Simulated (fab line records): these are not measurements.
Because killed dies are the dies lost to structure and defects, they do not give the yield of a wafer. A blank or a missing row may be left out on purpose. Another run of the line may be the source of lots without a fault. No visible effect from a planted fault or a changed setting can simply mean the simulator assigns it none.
What tool caused it? || flow n5 finfet || 9 lots, 26 wafers sampled, at 5 steps of a route of 1938

## WHAT THE GAUGES READ, wafer by wafer
N5_BEOL_M4_RC_MEAS_101. Usual: DIBL_N 35.8 mV/V, standard deviation 1.4; DIBL_P 35.8 mV/V, standard deviation 1.6; IOFF_N 0.152 nA/um, standard deviation 0.021; IOFF_P 0.204 nA/um, standard deviation 0.027; ION_N 672 uA/um, standard deviation 8.7; ION_P 461 uA/um, standard deviation 6.2; SS_N 71.5 mV/dec, standard deviation 0.54; SS_P 73.1 mV/dec, standard deviation 0.57; VT_N 250.0 mV, standard deviation 2.5; VT_P -250.6 mV, standard deviation 2.7.
{"lot": "L263", "measured": "day 8 16:16", "on": "prober-01", "DIBL_N (mV/V)": "35.2 33.2 34.6", "DIBL_P (mV/V)": "35.6 33.7 34.7", "IOFF_N (nA/um)": "0.168 0.141 0.152", "IOFF_P (nA/um)": "0.230 0.197 0.206", "ION_N (uA/um)": "678 680 673", "ION_P (uA/um)": "466 463 463", "SS_N (mV/dec)": "71.2 70.2 71.4", "SS_P (mV/dec)": "72.4 72.3 73.0", "VT_N (mV)": "247.5 251.0 249.4", "VT_P (mV)": "-248.2 -248.5 -247.2", "flag": ""}
{"lot": "L268", "measured": "day 9 15:29", "on": "prober-01", "DIBL_N (mV/V)": "36.1 35.1 35.7", "DIBL_P (mV/V)": "38.4 36.2 37.7", "IOFF_N (nA/um)": "0.167 0.140 0.160", "IOFF_P (nA/um)": "0.224 0.187 0.219", "ION_N (uA/um)": "683 663 672", "ION_P (uA/um)": "465 452 467", "SS_N (mV/dec)": "71.4 71.5 71.5", "SS_P (mV/dec)": "73.3 72.1 72.7", "VT_N (mV)": "250.7 252.5 250.2", "VT_P (mV)": "-252.5 -252.6 -250.2", "flag": ""}
{"lot": "L270", "measured": "day 10 09:29", "on": "prober-02", "DIBL_N (mV/V)": "36.6 36.0 33.9", "DIBL_P (mV/V)": "37.1 37.2 34.4", "IOFF_N (nA/um)": "0.160 0.155 0.123", "IOFF_P (nA/um)": "0.233 0.227 0.188", "ION_N (uA/um)": "679 671 679", "ION_P (uA/um)": "465 467 468", "SS_N (mV/dec)": "71.1 71.5 71.0", "SS_P (mV/dec)": "72.5 73.1 72.1", "VT_N (mV)": "248.2 247.8 251.9", "VT_P (mV)": "-248.4 -247.3 -248.1", "flag": ""}
{"lot": "L271", "measured": "day 10 17:40", "on": "prober-02", "DIBL_N (mV/V)": "37.8 36.7 36.5", "DIBL_P (mV/V)": "39.7 38.3 38.4", "IOFF_N (nA/um)": "0.184 0.150 0.155", "IOFF_P (nA/um)": "0.225 0.195 0.202", "ION_N (uA/um)": "672 670 665", "ION_P (uA/um)": "456 455 455", "SS_N (mV/dec)": "71.7 72.2 72.2", "SS_P (mV/dec)": "73.4 73.2 73.6", "VT_N (mV)": "248.0 251.5 248.2", "VT_P (mV)": "-251.6 -253.9 -252.6", "flag": ""}
{"lot": "L273", "measured": "day 10 20:37", "on": "prober-01", "DIBL_N (mV/V)": "35.6 34.4", "DIBL_P (mV/V)": "36.9 34.9", "IOFF_N (nA/um)": "0.153 0.133", "IOFF_P (nA/um)": "0.214 0.189", "ION_N (uA/um)": "674 665", "ION_P (uA/um)": "463 458", "SS_N (mV/dec)": "71.4 71.6", "SS_P (mV/dec)": "73.7 73.2", "VT_N (mV)": "250.6 252.8", "VT_P (mV)": "-248.9 -250.6", "flag": ""}
{"lot": "L275", "measured": "day 11 01:29", "on": "prober-01", "DIBL_N (mV/V)": "36.2 35.8 35.5", "DIBL_P (mV/V)": "36.1 35.8 34.8", "IOFF_N (nA/um)": "0.148 0.138 0.141", "IOFF_P (nA/um)": "0.185 0.179 0.175", "ION_N (uA/um)": "660 670 667", "ION_P (uA/um)": "450 461 459", "SS_N (mV/dec)": "71.7 71.3 71.3", "SS_P (mV/dec)": "73.4 73.4 73.7", "VT_N (mV)": "250.4 251.4 252.3", "VT_P (mV)": "-254.4 -253.9 -250.3", "flag": ""}
{"lot": "L283", "measured": "day 13 11:38", "on": "prober-02", "DIBL_N (mV/V)": "33.6 34.1 33.5", "DIBL_P (mV/V)": "34.9 35.2 34.8", "IOFF_N (nA/um)": "0.132 0.138 0.126", "IOFF_P (nA/um)": "0.169 0.173 0.167", "ION_N (uA/um)": "659 663 671", "ION_P (uA/um)": "453 460 455", "SS_N (mV/dec)": "70.6 70.7 70.5", "SS_P (mV/dec)": "72.8 72.7 73.0", "VT_N (mV)": "252.8 249.9 252.3", "VT_P (mV)": "-251.8 -253.6 -254.0", "flag": ""}
{"lot": "L286", "measured": "day 13 21:54", "on": "prober-01", "DIBL_N (mV/V)": "35.5 36.2 35.4", "DIBL_P (mV/V)": "34.8 35.3 34.3", "IOFF_N (nA/um)": "0.152 0.175 0.147", "IOFF_P (nA/um)": "0.199 0.220 0.200", "ION_N (uA/um)": "663 669 670", "ION_P (uA/um)": "452 461 460", "SS_N (mV/dec)": "72.0 72.1 71.0", "SS_P (mV/dec)": "72.9 72.5 72.5", "VT_N (mV)": "249.4 246.1 251.8", "VT_P (mV)": "-251.6 -247.8 -249.4", "flag": ""}
{"lot": "L285", "measured": "day 14 04:25", "on": "prober-02", "DIBL_N (mV/V)": "36.5 36.4 36.7", "DIBL_P (mV/V)": "34.4 34.3 34.6", "IOFF_N (nA/um)": "0.165 0.173 0.174", "IOFF_P (nA/um)": "0.203 0.205 0.209", "ION_N (uA/um)": "681 680 670", "ION_P (uA/um)": "463 457 466", "SS_N (mV/dec)": "71.1 71.3 71.8", "SS_P (mV/dec)": "74.1 72.7 73.6", "VT_N (mV)": "247.6 247.0 247.0", "VT_P (mV)": "-251.2 -249.2 -248.4", "flag": ""}

## TOOL THAT RAN EACH LOT (tool first, then ch and the chambers of the sampled wafers, then the start)
{"lot": "L263", "N5_HKMG_FIN_NWFM_ALD_20": "ald metal-04 ch 0,1,2, day 4 10:25", "N5_HKMG_FIN_ETCH_67": "rie diel-01 ch 0,3, day 4 11:12", "N5_HKMG_FIN_STRIP_90": "rie diel-01 ch 0,3, day 4 11:16", "N5_HKMG_FIN_ETCHBACK_68": "rie metal-02 ch 1, day 4 11:25"}
{"lot": "L268", "N5_HKMG_FIN_NWFM_ALD_20": "ald metal-01 ch 0,1, day 5 11:04", "N5_HKMG_FIN_ETCH_67": "rie diel-05 ch 0,1,3, day 5 11:46", "N5_HKMG_FIN_STRIP_90": "rie diel-05 ch 0,1,3, day 5 11:49", "N5_HKMG_FIN_ETCHBACK_68": "rie metal-03 ch 0,1, day 5 11:59"}
{"lot": "L270", "N5_HKMG_FIN_NWFM_ALD_20": "ald metal-04 ch 0,1,2, day 5 21:50", "N5_HKMG_FIN_ETCH_67": "rie diel-02 ch 0,2,3, day 5 22:29", "N5_HKMG_FIN_STRIP_90": "rie diel-02 ch 0,2,3, day 5 22:33", "N5_HKMG_FIN_ETCHBACK_68": "rie metal-01 ch 0,1, day 5 22:43"}
{"lot": "L271", "N5_HKMG_FIN_NWFM_ALD_20": "ald metal-04 ch 0,2,3, day 6 04:31", "N5_HKMG_FIN_ETCH_67": "rie diel-05 ch 1,3, day 6 04:57", "N5_HKMG_FIN_STRIP_90": "rie diel-05 ch 1,3, day 6 05:01", "N5_HKMG_FIN_ETCHBACK_68": "rie metal-01 ch 1, day 6 05:10"}
{"lot": "L273", "N5_HKMG_FIN_NWFM_ALD_20": "ald metal-04 ch 1,2, day 6 17:52", "N5_HKMG_FIN_ETCH_67": "rie diel-01 ch 1,3, day 6 18:34", "N5_HKMG_FIN_STRIP_90": "rie diel-01 ch 1,3, day 6 18:37", "N5_HKMG_FIN_ETCHBACK_68": "rie metal-02 ch 0, day 6 18:54"}
{"lot": "L275", "N5_HKMG_FIN_NWFM_ALD_20": "ald metal-04 ch 0,1,3, day 7 04:10", "N5_HKMG_FIN_ETCH_67": "rie diel-05 ch 0,1,3, day 7 04:52", "N5_HKMG_FIN_STRIP_90": "rie diel-05 ch 0,1,3, day 7 04:55", "N5_HKMG_FIN_ETCHBACK_68": "rie metal-03 ch 0,1, day 7 05:07"}
{"lot": "L283", "N5_HKMG_FIN_NWFM_ALD_20": "ald metal-01 ch 1,2,3, day 9 03:53", "N5_HKMG_FIN_ETCH_67": "rie diel-05 ch 0,1,2, day 9 04:20", "N5_HKMG_FIN_STRIP_90": "rie diel-05 ch 0,1,2, day 9 04:23", "N5_HKMG_FIN_ETCHBACK_68": "rie metal-01 ch 0,1, day 9 04:33"}
{"lot": "L286", "N5_HKMG_FIN_NWFM_ALD_20": "ald metal-01 ch 1,2,3, day 9 21:43", "N5_HKMG_FIN_ETCH_67": "rie diel-01 ch 0,1,2, day 9 22:15", "N5_HKMG_FIN_STRIP_90": "rie diel-01 ch 0,1,2, day 9 22:19", "N5_HKMG_FIN_ETCHBACK_68": "rie metal-03 ch 0,1, day 9 22:31"}
{"lot": "L285", "N5_HKMG_FIN_NWFM_ALD_20": "ald metal-04 ch 0,2,3, day 10 01:53", "N5_HKMG_FIN_ETCH_67": "rie diel-05 ch 1,2, day 10 02:19", "N5_HKMG_FIN_STRIP_90": "rie diel-05 ch 1,2, day 10 02:22", "N5_HKMG_FIN_ETCHBACK_68": "rie metal-01 ch 0,1, day 10 02:32"}
- N5_HKMG_FIN_NWFM_ALD_20: deposits TiAlC, target thk 2 nm, pulse time 3 s, purge time 2 s.
- N5_HKMG_FIN_ETCH_67: etches SOC in N2/H2, stops on TiN, target depth 388.9 nm.
- N5_HKMG_FIN_STRIP_90: strips SOC in N2/H2, time 20 s.
- N5_HKMG_FIN_ETCHBACK_68: etches the open film in Cl2/Ar, stops on HfO2, target depth 0.5 nm.

## WHAT THE TOOLS THEMSELVES READ (means of the sampled wafers that have a number; where no wafer has one, the mark that the record gives instead)
N5_HKMG_FIN_NWFM_ALD_20. Usual: heater power outer w 280 W, standard deviation 48; heater power w 494 W, standard deviation 93; precursor pulse height rel 1.000, standard deviation 0.02.
{"lot": "L263", "tool": "ald metal-04", "heater power outer w (W)": 296, "heater power w (W)": 528, "precursor pulse height rel": 0.994, "flag": ""}
{"lot": "L268", "tool": "ald metal-01", "heater power outer w (W)": 307, "heater power w (W)": 536, "precursor pulse height rel": 0.998, "flag": ""}
{"lot": "L270", "tool": "ald metal-04", "heater power outer w (W)": 299, "heater power w (W)": 526, "precursor pulse height rel": 0.999, "flag": ""}
{"lot": "L271", "tool": "ald metal-04", "heater power outer w (W)": 261, "heater power w (W)": 451, "precursor pulse height rel": 1.016, "flag": ""}
{"lot": "L273", "tool": "ald metal-04", "heater power outer w (W)": 339, "heater power w (W)": 610, "precursor pulse height rel": 1.002, "flag": ""}
{"lot": "L275", "tool": "ald metal-04", "heater power outer w (W)": 276, "heater power w (W)": 487, "precursor pulse height rel": 1.009, "flag": ""}
{"lot": "L283", "tool": "ald metal-01", "heater power outer w (W)": 265, "heater power w (W)": 454, "precursor pulse height rel": 1.003, "flag": ""}
{"lot": "L286", "tool": "ald metal-01", "heater power outer w (W)": 260, "heater power w (W)": 457, "precursor pulse height rel": 0.985, "flag": ""}
{"lot": "L285", "tool": "ald metal-04", "heater power outer w (W)": 263, "heater power w (W)": 448, "precursor pulse height rel": 1.000, "flag": ""}

N5_HKMG_FIN_ETCH_67. Usual: bias w is 61.02 W with standard deviation 0.16, chamber pressure mTorr is 30.000 mTorr with standard deviation 0.026, drypump motor current A is 5.6 A with standard deviation 0.48, oes product au is 0.74 a.u. with standard deviation 0.054, rf vpp V is 240.5 V with standard deviation 1.4, showerhead plenum p Torr is 2.52 Torr with standard deviation 0.08, and throttle valve pct is 17.96 % with standard deviation 0.21.
{"lot": "L263", "tool": "rie diel-01", "bias w (W)": 61.01, "chamber pressure mTorr (mTorr)": 29.993, "drypump motor current A (A)": 6.1, "oes product au (a.u.)": 0.76, "rf vpp V (V)": 241.4, "showerhead plenum p Torr (Torr)": 2.57, "throttle valve pct (%)": 17.96, "flag": ""}
{"lot": "L268", "tool": "rie diel-05", "bias w (W)": 61.09, "chamber pressure mTorr (mTorr)": 30.013, "drypump motor current A (A)": 5.6, "oes product au (a.u.)": 0.77, "rf vpp V (V)": 240.0, "showerhead plenum p Torr (Torr)": 2.48, "throttle valve pct (%)": 17.85, "flag": ""}
{"lot": "L270", "tool": "rie diel-02", "bias w (W)": 61.05, "chamber pressure mTorr (mTorr)": 29.963, "drypump motor current A (A)": 6.0, "oes product au (a.u.)": 0.68, "rf vpp V (V)": 240.8, "showerhead plenum p Torr (Torr)": 2.58, "throttle valve pct (%)": 18.10, "flag": ""}
{"lot": "L271", "tool": "rie diel-05", "bias w (W)": 60.99, "chamber pressure mTorr (mTorr)": 30.002, "drypump motor current A (A)": 5.4, "oes product au (a.u.)": 0.82, "rf vpp V (V)": 240.3, "showerhead plenum p Torr (Torr)": 2.47, "throttle valve pct (%)": 17.76, "flag": ""}
{"lot": "L273", "tool": "rie diel-01", "bias w (W)": 60.93, "chamber pressure mTorr (mTorr)": 29.987, "drypump motor current A (A)": 5.5, "oes product au (a.u.)": 0.77, "rf vpp V (V)": 241.0, "showerhead plenum p Torr (Torr)": 2.56, "throttle valve pct (%)": 18.12, "flag": ""}
{"lot": "L275", "tool": "rie diel-05", "bias w (W)": 61.03, "chamber pressure mTorr (mTorr)": 30.010, "drypump motor current A (A)": 5.6, "oes product au (a.u.)": 0.76, "rf vpp V (V)": 239.9, "showerhead plenum p Torr (Torr)": 2.47, "throttle valve pct (%)": 17.88, "flag": ""}
{"lot": "L283", "tool": "rie diel-05", "bias w (W)": 61.14, "chamber pressure mTorr (mTorr)": 30.009, "drypump motor current A (A)": 5.3, "oes product au (a.u.)": 0.74, "rf vpp V (V)": 239.5, "showerhead plenum p Torr (Torr)": 2.47, "throttle valve pct (%)": 17.79, "flag": ""}
{"lot": "L286", "tool": "rie diel-01", "bias w (W)": 61.05, "chamber pressure mTorr (mTorr)": 29.994, "drypump motor current A (A)": 5.5, "oes product au (a.u.)": 0.73, "rf vpp V (V)": 240.3, "showerhead plenum p Torr (Torr)": 2.49, "throttle valve pct (%)": 18.12, "flag": ""}
{"lot": "L285", "tool": "rie diel-05", "bias w (W)": 61.12, "chamber pressure mTorr (mTorr)": 30.026, "drypump motor current A (A)": 5.1, "oes product au (a.u.)": 0.74, "rf vpp V (V)": 239.7, "showerhead plenum p Torr (Torr)": 2.44, "throttle valve pct (%)": 17.65, "flag": ""}

N5_HKMG_FIN_STRIP_90. Usual: chamber pressure mTorr 50.00 mTorr, standard deviation 0.043; drypump motor current A 5.6 A, standard deviation 0.48; oes product au 0.74 a.u., standard deviation 0.055; rf vpp V 54.2 V, standard deviation 0.85; showerhead plenum p Torr 3.34 Torr, standard deviation 0.1; throttle valve pct 19.2 %, standard deviation 0.37.
{"lot": "L263", "tool": "rie diel-01", "chamber pressure mTorr (mTorr)": 49.99, "drypump motor current A (A)": 6.2, "oes product au (a.u.)": 0.76, "rf vpp V (V)": 54.5, "showerhead plenum p Torr (Torr)": 3.40, "throttle valve pct (%)": 19.0, "flag": ""}
{"lot": "L268", "tool": "rie diel-05", "chamber pressure mTorr (mTorr)": 50.01, "drypump motor current A (A)": 5.6, "oes product au (a.u.)": 0.77, "rf vpp V (V)": 54.0, "showerhead plenum p Torr (Torr)": 3.28, "throttle valve pct (%)": 19.1, "flag": ""}
{"lot": "L270", "tool": "rie diel-02", "chamber pressure mTorr (mTorr)": 50.00, "drypump motor current A (A)": 6.0, "oes product au (a.u.)": 0.68, "rf vpp V (V)": 54.7, "showerhead plenum p Torr (Torr)": 3.41, "throttle valve pct (%)": 19.2, "flag": ""}
{"lot": "L271", "tool": "rie diel-05", "chamber pressure mTorr (mTorr)": 50.01, "drypump motor current A (A)": 5.4, "oes product au (a.u.)": 0.82, "rf vpp V (V)": 54.8, "showerhead plenum p Torr (Torr)": 3.26, "throttle valve pct (%)": 19.0, "flag": ""}
{"lot": "L273", "tool": "rie diel-01", "chamber pressure mTorr (mTorr)": 50.03, "drypump motor current A (A)": 5.5, "oes product au (a.u.)": 0.77, "rf vpp V (V)": 53.5, "showerhead plenum p Torr (Torr)": 3.38, "throttle valve pct (%)": 19.6, "flag": ""}
{"lot": "L275", "tool": "rie diel-05", "chamber pressure mTorr (mTorr)": 50.00, "drypump motor current A (A)": 5.6, "oes product au (a.u.)": 0.76, "rf vpp V (V)": 54.4, "showerhead plenum p Torr (Torr)": 3.27, "throttle valve pct (%)": 19.1, "flag": ""}
{"lot": "L283", "tool": "rie diel-05", "chamber pressure mTorr (mTorr)": 49.97, "drypump motor current A (A)": 5.3, "oes product au (a.u.)": 0.75, "rf vpp V (V)": 53.7, "showerhead plenum p Torr (Torr)": 3.26, "throttle valve pct (%)": 19.0, "flag": ""}
{"lot": "L286", "tool": "rie diel-01", "chamber pressure mTorr (mTorr)": 49.96, "drypump motor current A (A)": 5.6, "oes product au (a.u.)": 0.73, "rf vpp V (V)": 53.8, "showerhead plenum p Torr (Torr)": 3.30, "throttle valve pct (%)": 19.5, "flag": ""}
{"lot": "L285", "tool": "rie diel-05", "chamber pressure mTorr (mTorr)": 50.02, "drypump motor current A (A)": 5.1, "oes product au (a.u.)": 0.74, "rf vpp V (V)": 53.1, "showerhead plenum p Torr (Torr)": 3.22, "throttle valve pct (%)": 18.8, "flag": ""}

N5_HKMG_FIN_ETCHBACK_68. Usual: bias w 60.00 W, standard deviation 0.2; chamber pressure mTorr 9.999 mTorr, standard deviation 0.0091; drypump motor current A 5.4 A, standard deviation 0.51; oes product au 0.74 a.u., standard deviation 0.1; throttle valve pct 20.83 %, standard deviation 0.24.
{"lot": "L263", "tool": "rie metal-02", "bias w (W)": 60.02, "chamber pressure mTorr (mTorr)": 9.989, "drypump motor current A (A)": 5.7, "oes product au (a.u.)": 0.57, "throttle valve pct (%)": 21.08, "flag": ""}
{"lot": "L268", "tool": "rie metal-03", "bias w (W)": 60.11, "chamber pressure mTorr (mTorr)": 10.001, "drypump motor current A (A)": 4.9, "oes product au (a.u.)": 0.75, "throttle valve pct (%)": 20.85, "flag": ""}
{"lot": "L270", "tool": "rie metal-01", "bias w (W)": 59.99, "chamber pressure mTorr (mTorr)": 10.003, "drypump motor current A (A)": 6.1, "oes product au (a.u.)": 0.71, "throttle valve pct (%)": 20.65, "flag": ""}
{"lot": "L271", "tool": "rie metal-01", "bias w (W)": 60.06, "chamber pressure mTorr (mTorr)": 9.998, "drypump motor current A (A)": 6.4, "oes product au (a.u.)": 0.67, "throttle valve pct (%)": 20.57, "flag": ""}
{"lot": "L273", "tool": "rie metal-02", "bias w (W)": 60.19, "chamber pressure mTorr (mTorr)": 10.006, "drypump motor current A (A)": 5.3, "oes product au (a.u.)": 0.64, "throttle valve pct (%)": 21.12, "flag": ""}
{"lot": "L275", "tool": "rie metal-03", "bias w (W)": 60.01, "chamber pressure mTorr (mTorr)": 9.997, "drypump motor current A (A)": 4.9, "oes product au (a.u.)": 0.74, "throttle valve pct (%)": 20.87, "flag": ""}
{"lot": "L283", "tool": "rie metal-01", "bias w (W)": 60.25, "chamber pressure mTorr (mTorr)": 10.004, "drypump motor current A (A)": 6.1, "oes product au (a.u.)": 0.69, "throttle valve pct (%)": 20.68, "flag": ""}
{"lot": "L286", "tool": "rie metal-03", "bias w (W)": 60.04, "chamber pressure mTorr (mTorr)": 10.004, "drypump motor current A (A)": 4.9, "oes product au (a.u.)": 0.73, "throttle valve pct (%)": 20.88, "flag": ""}
{"lot": "L285", "tool": "rie metal-01", "bias w (W)": 60.00, "chamber pressure mTorr (mTorr)": 10.001, "drypump motor current A (A)": 6.1, "oes product au (a.u.)": 0.70, "throttle valve pct (%)": 20.68, "flag": ""}

## THE ANSWER, worked out from the rows above alone
Rule: take the mean of a lot's wafers that have a number; if it is more than 3 standard deviations from the usual mean, the lot is off. A lot without any number at a reading at which 4 lots or more have one is off too. Where the step has rows for the other lots, those lots are counted as sound. After the gauges, taken in route order, come the tools' own readings; for these a lot's mean is taken, as printed above. At the first step where some lot is off, the reading lying furthest off is the one used; lots without a number count as furthest.
Nothing can be told from this: no lot is off at any reading shown.

## WHAT THE SIMULATOR PUT IN
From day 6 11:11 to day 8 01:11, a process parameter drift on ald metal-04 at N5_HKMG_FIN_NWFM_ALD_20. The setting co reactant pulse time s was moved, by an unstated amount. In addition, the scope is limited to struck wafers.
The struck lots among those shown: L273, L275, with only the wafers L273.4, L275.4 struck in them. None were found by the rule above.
